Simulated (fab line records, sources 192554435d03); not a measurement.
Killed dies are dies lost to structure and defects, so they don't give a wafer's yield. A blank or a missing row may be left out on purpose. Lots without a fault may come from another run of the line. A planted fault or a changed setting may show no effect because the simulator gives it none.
Chamber matching | flow n5_finfet | N5_FIN_SAQP_SPACER1_ALD_24 on ald_sin-02: 4 sister chambers
The step deposits SiO2, target thk 20.3 nm, pulse time 1 s, purge time 2 s. 18 wafers are shown with their chamber, then 9 later ones without.

WAFERS WITH THEIR CHAMBER
wafer  | chamber | heater_power_outer_w (W) | heater_power_w (W) | precursor_pulse_height_rel
L075.2 | 0       | 244                      | 452                | 1.017
L075.4 | 1       | 261                      | 464                | 1.006
L075.5 | 2       | 238                      | 442                | 1.025
L077.1 | 2       | 243                      | 440                | 0.964
L077.4 | 1       | 260                      | 464                | 0.946
L077.6 | 3       | 253                      | 454                | 1.035
L079.1 | 2       | 239                      | 449                | 0.992
L079.3 | 3       | 264                      | 453                | 1.045
L079.4 | 1       | 265                      | 451                | 1.015
L080.3 | 2       | 242                      | 443                | 0.993
L080.4 | 3       | 260                      | 444                | 1.011
L080.5 | 0       | 245                      | 440                | 1.000
L084.4 | 0       | 252                      | 429                | 0.990
L084.5 | 1       | 258                      | 464                | 1.018
L084.6 | 0       | 247                      | 450                | 0.981
L085.1 | 2       | 239                      | 453                | 0.975
L085.2 | 1       | 261                      | 462                | 0.993
L085.6 | 0       | 244                      | 433                | 1.039

SIGNATURES (means of the wafers above)
reading                    | chamber 0 | chamber 1 | chamber 2 | chamber 3 | scatter within a chamber
heater_power_outer_w       | 246.40    | 261.00    | 240.20    | 259.00    | 3.3
heater_power_w             | 440.80    | 461.00    | 445.40    | 450.33    | 7.15
precursor_pulse_height_rel | 1.00540   | 0.99560   | 0.98980   | 1.03033   | 0.0244
Rule: a wafer's distance from a chamber is the root of the sum, over the readings, of the square of ((its reading less the chamber's mean) divided by the reading's scatter). The wafer belongs to the nearest chamber; if the next one is less than 2 further off, it can't be placed. The scatter: the root of (the sum of the squares of (reading less its chamber's mean) over the shown wafers, divided by (wafers less chambers)).

WAFERS WITHOUT THEIR CHAMBER
wafer  | heater_power_outer_w (W) | heater_power_w (W) | precursor_pulse_height_rel
L093.1 | 246                      | 438                | 0.972
L093.4 | 244                      | 435                | 0.998
L093.5 | 263                      | 441                | 0.999
L095.4 | 248                      | 449                | 0.968
L095.5 | 262                      | 461                | 0.991
L095.6 | 254                      | 436                | 1.021
L097.3 | 274                      | 456                | 0.988
L097.4 | 256                      | 445                | 0.995
L097.5 | 240                      | 447                | 0.996

WHICH CHAMBER EACH WENT THROUGH
wafer  | from the rows above          | in truth
L093.1 | can't be placed: 0 or 2      | 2
L093.4 | can't be placed: 0 or 2      | 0
L093.5 | can't be placed: 3 or 1      | 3
L095.4 | can't be placed: 0 or 2      | 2
L095.5 | 1                            | 1
L095.6 | can't be placed: 0 or 3 or 1 | 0
L097.3 | can't be placed: 1 or 3      | 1
L097.4 | can't be placed: 3 or 1 or 0 | 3
L097.5 | can't be placed: 2 or 0      | 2
Placed correctly: 1 of 9. Can't be placed from these rows: 8 (the true chamber is among the candidates in 8). Placed wrongly: 0.
